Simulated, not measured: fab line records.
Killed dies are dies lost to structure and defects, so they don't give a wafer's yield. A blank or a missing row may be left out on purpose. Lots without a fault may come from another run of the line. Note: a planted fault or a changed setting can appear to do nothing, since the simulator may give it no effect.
Matching of chambers / flow n5-finfet / N5_BEOL_M5_DESCUM_16 on rie-diel-03 has 4 sister chambers
The step chemistry O2, time 7 s. 18 wafers are shown with their chamber, then 9 later ones without.

WAFERS WITH THEIR CHAMBER
wafer=L481.1; chamber=1; drypump-motor-current-A (A)=5.3; throttle-valve-pct (%)=20.92; showerhead-plenum-p-Torr (Torr)=2.09
wafer=L481.2; chamber=2; drypump-motor-current-A (A)=6.0; throttle-valve-pct (%)=20.28; showerhead-plenum-p-Torr (Torr)=2.12
wafer=L481.3; chamber=0; drypump-motor-current-A (A)=5.9; throttle-valve-pct (%)=20.30; showerhead-plenum-p-Torr (Torr)=2.03
wafer=L482.2; chamber=2; drypump-motor-current-A (A)=5.9; throttle-valve-pct (%)=20.29; showerhead-plenum-p-Torr (Torr)=2.12
wafer=L482.4; chamber=0; drypump-motor-current-A (A)=5.9; throttle-valve-pct (%)=20.29; showerhead-plenum-p-Torr (Torr)=2.03
wafer=L482.5; chamber=0; drypump-motor-current-A (A)=5.9; throttle-valve-pct (%)=20.28; showerhead-plenum-p-Torr (Torr)=2.03
wafer=L485.1; chamber=1; drypump-motor-current-A (A)=5.3; throttle-valve-pct (%)=20.93; showerhead-plenum-p-Torr (Torr)=2.09
wafer=L485.3; chamber=2; drypump-motor-current-A (A)=5.9; throttle-valve-pct (%)=20.27; showerhead-plenum-p-Torr (Torr)=2.12
wafer=L485.4; chamber=0; drypump-motor-current-A (A)=5.9; throttle-valve-pct (%)=20.32; showerhead-plenum-p-Torr (Torr)=2.02
wafer=L484.1; chamber=3; drypump-motor-current-A (A)=4.8; throttle-valve-pct (%)=20.53; showerhead-plenum-p-Torr (Torr)=2.17
wafer=L484.2; chamber=0; drypump-motor-current-A (A)=5.9; throttle-valve-pct (%)=20.30; showerhead-plenum-p-Torr (Torr)=2.02
wafer=L484.6; chamber=2; drypump-motor-current-A (A)=5.9; throttle-valve-pct (%)=20.28; showerhead-plenum-p-Torr (Torr)=2.12
wafer=L488.2; chamber=3; drypump-motor-current-A (A)=4.8; throttle-valve-pct (%)=20.54; showerhead-plenum-p-Torr (Torr)=2.17
wafer=L488.4; chamber=2; drypump-motor-current-A (A)=6.0; throttle-valve-pct (%)=20.29; showerhead-plenum-p-Torr (Torr)=2.12
wafer=L488.6; chamber=3; drypump-motor-current-A (A)=4.8; throttle-valve-pct (%)=20.54; showerhead-plenum-p-Torr (Torr)=2.17
wafer=L493.2; chamber=3; drypump-motor-current-A (A)=4.8; throttle-valve-pct (%)=20.53; showerhead-plenum-p-Torr (Torr)=2.17
wafer=L493.3; chamber=2; drypump-motor-current-A (A)=6.0; throttle-valve-pct (%)=20.30; showerhead-plenum-p-Torr (Torr)=2.12
wafer=L493.5; chamber=1; drypump-motor-current-A (A)=5.3; throttle-valve-pct (%)=20.94; showerhead-plenum-p-Torr (Torr)=2.08

SIGNATURES (averages over the wafers above)
reading=drypump-motor-current-A; chamber 0=5.900; chamber 1=5.300; chamber 2=5.950; chamber 3=4.800; scatter within a chamber=0.0327
reading=throttle-valve-pct; chamber 0=20.2980; chamber 1=20.9300; chamber 2=20.2850; chamber 3=20.5350; scatter within a chamber=0.0111
reading=showerhead-plenum-p-Torr; chamber 0=2.0260; chamber 1=2.0867; chamber 2=2.1200; chamber 3=2.1700; scatter within a chamber=0.00365
Rule: distance of a wafer from a chamber = root of the sum over the readings of ((wafer's reading minus chamber's mean) / reading's scatter) squared. If the next closest chamber is less than 2 further off than the closest, the wafer can't be placed; otherwise it belongs to the closest. How the scatter is found: for the shown wafers, subtract from each reading the mean of its chamber, square and add these, divide the total by (wafers less chambers), then take the root.

WAFERS MISSING THEIR CHAMBER
wafer=L494.3; drypump-motor-current-A (A)=5.3; throttle-valve-pct (%)=20.96; showerhead-plenum-p-Torr (Torr)=2.08
wafer=L494.4; drypump-motor-current-A (A)=4.8; throttle-valve-pct (%)=20.56; showerhead-plenum-p-Torr (Torr)=2.17
wafer=L494.6; drypump-motor-current-A (A)=5.9; throttle-valve-pct (%)=20.34; showerhead-plenum-p-Torr (Torr)=2.02
wafer=L497.2; drypump-motor-current-A (A)=4.8; throttle-valve-pct (%)=20.57; showerhead-plenum-p-Torr (Torr)=2.17
wafer=L497.4; drypump-motor-current-A (A)=6.0; throttle-valve-pct (%)=20.31; showerhead-plenum-p-Torr (Torr)=2.11
wafer=L497.5; drypump-motor-current-A (A)=5.9; throttle-valve-pct (%)=20.35; showerhead-plenum-p-Torr (Torr)=2.02
wafer=L498.1; drypump-motor-current-A (A)=5.3; throttle-valve-pct (%)=20.99; showerhead-plenum-p-Torr (Torr)=2.08
wafer=L498.2; drypump-motor-current-A (A)=4.8; throttle-valve-pct (%)=20.57; showerhead-plenum-p-Torr (Torr)=2.16
wafer=L498.3; drypump-motor-current-A (A)=6.0; throttle-valve-pct (%)=20.33; showerhead-plenum-p-Torr (Torr)=2.11

EACH ONE'S CHAMBER
wafer=L494.3; from the rows above=1; in truth=1
wafer=L494.4; from the rows above=3; in truth=3
wafer=L494.6; from the rows above=0; in truth=0
wafer=L497.2; from the rows above=3; in truth=3
wafer=L497.4; from the rows above=2; in truth=2
wafer=L497.5; from the rows above=0; in truth=0
wafer=L498.1; from the rows above=1; in truth=1
wafer=L498.2; from the rows above=3; in truth=3
wafer=L498.3; from the rows above=2; in truth=2
Correctly placed: 9 of 9. Number that these rows cannot place: 0. Placed wrongly: 0.
